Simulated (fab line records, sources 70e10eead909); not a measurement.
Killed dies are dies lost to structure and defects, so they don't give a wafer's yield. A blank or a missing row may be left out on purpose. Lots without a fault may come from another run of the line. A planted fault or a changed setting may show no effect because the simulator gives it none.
Which tool did it? | flow nand_harc | 14 lots, 42 wafers sampled, at 4 steps of a route of 1302

WHAT THE GAUGES READ, wafer by wafer
NHARC_THIN_TSV_CD_MEAS_37. Usual: cd_nm 4999 nm, standard deviation 3.1.
lot  | measured     | on        | cd_nm (nm)     | flag
L481 | day 24 14:06 | cd_sem-01 | 5002 4997 5003 |
L482 | day 24 21:09 | cd_sem-02 | 4996 4999 4999 |
L480 | day 24 22:26 | cd_sem-02 | 5000 4999 4998 |
L483 | day 24 23:26 | cd_sem-01 | 5000 4997 4998 |
L488 | day 26 19:16 | cd_sem-02 | 4996 4995 4999 |
L486 | day 27 00:15 | cd_sem-02 | 4996 4997 5004 |
L487 | day 27 04:54 | cd_sem-01 | 4995 4996 4998 |
L489 | day 27 19:20 | cd_sem-03 | 4995 4998 4996 |
L491 | day 28 06:52 | cd_sem-01 | 4999 5001 5001 |
L492 | day 29 02:08 | cd_sem-03 | 4996 4999 4999 |
L494 | day 30 02:29 | cd_sem-03 | 4998 5002 5002 |
L493 | day 30 03:33 | cd_sem-01 | 5002 5006 5000 |
L496 | day 30 09:17 | cd_sem-03 | 5004 5003 5002 |
L503 | day 33 23:48 | cd_sem-01 | 4993 4994 5000 |

WHICH TOOL RAN EACH LOT (tool, then ch and the chambers of the sampled wafers, then the start)
lot  | NHARC_THIN_TSV_ETCHBACK_48         | NHARC_THIN_TSV_PRE_CLEAN_50             | NHARC_THIN_TSV_ETCH_59
L481 | rie_diel-11 ch 1,2,3, day 24 09:01 | pvd_sputter-03, day 24 12:57 or earlier | rie_metal-01 ch 0,1, day 24 12:57
L482 | rie_diel-08 ch 0,1,2, day 24 15:57 | pvd_sputter-02, day 24 19:59 or earlier | rie_metal-02 ch 0, day 24 19:59
L480 | rie_diel-08 ch 0,2, day 24 17:25   | pvd_sputter-02, day 24 21:20 or earlier | rie_metal-01 ch 0,1, day 24 21:20
L483 | rie_diel-10 ch 0,2,3, day 24 18:20 | pvd_sputter-02, day 24 22:17 or earlier | rie_metal-03 ch 0,1, day 24 22:17
L488 | rie_diel-10 ch 1,2,3, day 26 14:11 | pvd_sputter-01, day 26 18:06 or earlier | rie_metal-02 ch 0,1, day 26 18:06
L486 | rie_diel-10 ch 0,2,3, day 26 19:10 | pvd_sputter-03, day 26 23:05 or earlier | rie_metal-02 ch 0,1, day 26 23:05
L487 | rie_diel-10 ch 1,2,3, day 26 23:29 | pvd_sputter-03, day 27 03:34 or earlier | rie_metal-03 ch 0, day 27 03:34
L489 | rie_diel-10 ch 0,1, day 27 14:09   | pvd_sputter-01, day 27 18:12 or earlier | rie_metal-03 ch 1, day 27 18:12
L491 | rie_diel-08 ch 2,3, day 28 01:52   | pvd_sputter-03, day 28 05:43 or earlier | rie_metal-02 ch 0,1, day 28 05:43
L492 | rie_diel-08 ch 0,1,2, day 28 21:13 | pvd_sputter-03, day 29 01:05 or earlier | rie_metal-02 ch 0,1, day 29 01:05
L494 | rie_diel-08 ch 0,1, day 29 21:23   | pvd_sputter-01, day 30 01:20 or earlier | rie_metal-02 ch 0,1, day 30 01:20
L493 | rie_diel-11 ch 0,2,3, day 29 22:36 | pvd_sputter-03, day 30 02:26 or earlier | rie_metal-01 ch 0,1, day 30 02:26
L496 | rie_diel-10 ch 0,1,3, day 30 04:14 | pvd_sputter-01, day 30 08:08 or earlier | rie_metal-02 ch 0,1, day 30 08:08
L503 | rie_diel-08 ch 0,2, day 33 18:34   | pvd_sputter-03, day 33 22:43 or earlier | rie_metal-03 ch 0,1, day 33 22:43
- NHARC_THIN_TSV_ETCHBACK_48: etches the open film in C4F8/Ar, target depth 1028.5 nm, time 405.17 s.
- NHARC_THIN_TSV_PRE_CLEAN_50: time 30 s.
- NHARC_THIN_TSV_ETCH_59: etches the open film in Cl2/BCl3, target depth 880 nm, time 138.1 s.

WHAT THE TOOLS THEMSELVES READ (means of the sampled wafers that have a number; where no wafer has one, the mark that the record gives instead)
NHARC_THIN_TSV_ETCHBACK_48. Usual: oes_product_au 0.95 a.u., standard deviation 0.031; rf_vpp_V 545.8 V, standard deviation 2.1.
lot  | tool        | oes_product_au (a.u.) | rf_vpp_V (V) | flag
L481 | rie_diel-11 | 0.92                  | 546.5        |
L482 | rie_diel-08 | 0.96                  | 544.3        |
L480 | rie_diel-08 | 1.01                  | 544.4        |
L483 | rie_diel-10 | 0.94                  | 546.1        |
L488 | rie_diel-10 | 1.00                  | 544.9        |
L486 | rie_diel-10 | 0.99                  | 545.8        |
L487 | rie_diel-10 | 0.97                  | 545.3        |
L489 | rie_diel-10 | 0.93                  | 547.2        |
L491 | rie_diel-08 | 0.93                  | 548.5        |
L492 | rie_diel-08 | 0.93                  | 544.3        |
L494 | rie_diel-08 | 0.93                  | 543.7        |
L493 | rie_diel-11 | 0.92                  | 546.8        |
L496 | rie_diel-10 | 0.94                  | 545.3        |
L503 | rie_diel-08 | 0.93                  | 545.4        |

NHARC_THIN_TSV_PRE_CLEAN_50. Usual: heater_power_w 410 W, standard deviation 26.
lot  | tool           | heater_power_w (W) | flag
L481 | pvd_sputter-03 | 437                |
L482 | pvd_sputter-02 | 410                |
L480 | pvd_sputter-02 | 430                |
L483 | pvd_sputter-02 | 399                |
L488 | pvd_sputter-01 | 411                |
L486 | pvd_sputter-03 | 407                |
L487 | pvd_sputter-03 | 409                |
L489 | pvd_sputter-01 | 395                |
L491 | pvd_sputter-03 | 388                |
L492 | pvd_sputter-03 | 414                |
L494 | pvd_sputter-01 | 413                |
L493 | pvd_sputter-03 | 411                |
L496 | pvd_sputter-01 | 404                |
L503 | pvd_sputter-03 | 404                |

NHARC_THIN_TSV_ETCH_59. Usual: bcl3_flow_sccm 30.00 sccm, standard deviation 0.091; drypump_motor_current_A 5.6 A, standard deviation 0.5; mfc_cl2_sccm 59.97 sccm, standard deviation 0.19; oes_product_au 0.999 a.u., standard deviation 0.012; run_length_s 159.0 s, standard deviation 0.39; throttle_valve_pct 22.264 %, standard deviation 0.0086.
lot  | tool         | bcl3_flow_sccm (sccm) | drypump_motor_current_A (A) | mfc_cl2_sccm (sccm) | oes_product_au (a.u.) | run_length_s (s) | throttle_valve_pct (%) | flag
L481 | rie_metal-01 | 30.14                 | 5.3                         | 60.16               | 1.015                 | 159.1            | 22.270                 |
L482 | rie_metal-02 | 30.00                 | 5.5                         | 60.17               | 1.008                 | 158.9            | 22.267                 |
L480 | rie_metal-01 | 30.01                 | 5.3                         | 59.94               | 1.022                 | 159.2            | 22.266                 |
L483 | rie_metal-03 | 29.97                 | 6.3                         | 59.93               | 0.995                 | 159.2            | 22.269                 |
L488 | rie_metal-02 | 30.01                 | 5.6                         | 59.83               | 1.010                 | 158.9            | 22.260                 |
L486 | rie_metal-02 | 29.89                 | 5.6                         | 59.83               | 1.006                 | 159.0            | 22.256                 |
L487 | rie_metal-03 | 29.96                 | 6.5                         | 59.86               | 0.998                 | 159.3            | 22.269                 |
L489 | rie_metal-03 | 29.98                 | 5.8                         | 59.96               | 0.977                 | 159.4            | 22.266                 |
L491 | rie_metal-02 | 30.00                 | 5.6                         | 59.87               | 1.013                 | 158.5            | 22.264                 |
L492 | rie_metal-02 | 29.97                 | 5.6                         | 59.93               | 1.004                 | 158.8            | 22.258                 |
L494 | rie_metal-02 | 29.95                 | 5.6                         | 59.83               | 1.007                 | 137.7            | 22.262                 | OFF
L493 | rie_metal-01 | 30.04                 | 5.3                         | 60.12               | 0.991                 | 159.2            | 22.261                 |
L496 | rie_metal-02 | 29.97                 | 5.7                         | 59.82               | 1.003                 | 137.6            | 22.257                 | OFF
L503 | rie_metal-03 | 30.02                 | 6.0                         | 60.20               | 0.990                 | 159.4            | 22.264                 |

THE ANSWER, worked out from the rows above alone
Rule: a lot is off if the mean of its wafers that have a number lies more than 3 standard deviations from the usual mean. A lot without any number at a reading at which 4 lots or more have one is off too. The other lots that the step has rows for count as sound. The gauges are gone through in route order, then the tools' own readings, and for those a lot's mean is taken as printed above. The first step at which some lot is off is used, and at that step the reading that is off furthest; a lot without a number counts as furthest.
Off: L494, L496, at NHARC_THIN_TSV_ETCH_59 (run_length_s).
A tool fits if, at that step or a process step before it, it ran every lot that is off, and no sound lot after the first of them. NHARC_THIN_TSV_PRE_CLEAN_50 gives no start for some lots, so the hours and the order of its lots are those of NHARC_THIN_TSV_ETCH_59. Can't be told from this: 2 tools fit, pvd_sputter-01 at NHARC_THIN_TSV_PRE_CLEAN_50, rie_metal-02 at NHARC_THIN_TSV_ETCH_59.

WHAT THE SIMULATOR HAD PUT IN
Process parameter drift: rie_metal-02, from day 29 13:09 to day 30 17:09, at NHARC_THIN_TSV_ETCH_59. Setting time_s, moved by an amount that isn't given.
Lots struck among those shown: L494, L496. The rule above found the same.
